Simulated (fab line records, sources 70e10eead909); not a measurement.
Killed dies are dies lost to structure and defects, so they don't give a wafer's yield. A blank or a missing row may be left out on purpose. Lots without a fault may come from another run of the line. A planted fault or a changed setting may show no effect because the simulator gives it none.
Chamber matching | flow nand_harc | NHARC_P_M0_DESCUM_14 on rie_diel-06: 4 sister chambers
The step chemistry O2, time 3 s. 4 wafers are shown with their chamber, then 7 later ones without.

WAFERS WITH THEIR CHAMBER
wafer  | chamber | showerhead_plenum_p_Torr (Torr)
L416.1 | 1       | 2.03
L421.2 | 0       | 1.92
L430.2 | 2       | 1.81
L430.4 | 3       | 1.96

WAFERS WITHOUT THEIR CHAMBER
wafer  | showerhead_plenum_p_Torr (Torr)
L430.5 | 1.96
L431.1 | 1.91
L431.2 | 1.81
L431.3 | 1.96
L438.1 | 2.02
L438.3 | 1.81
L438.4 | 1.96

WHICH CHAMBER EACH WENT THROUGH
wafer  | from the rows above | in truth
L430.5 | 3                   | 3
L431.1 | 0                   | 0
L431.2 | 2                   | 2
L431.3 | 3                   | 3
L438.1 | 1                   | 1
L438.3 | 2                   | 2
L438.4 | 3                   | 3
Placed correctly: 7 of 7. Can't be placed from these rows: 0. Placed wrongly: 0.
How it was worked out, from the rows above alone: a wafer's distance from a chamber is the root of the sum, over the readings, of the square of ((its reading less the chamber's mean) divided by the reading's scatter). The wafer belongs to the nearest chamber; if the next one is less than 2 further off, it can't be placed. A chamber's mean is the mean of its shown wafers. The scatter: with one shown wafer a chamber, the root of the mean of the squares of how far each hidden wafer lies from its nearest shown one.
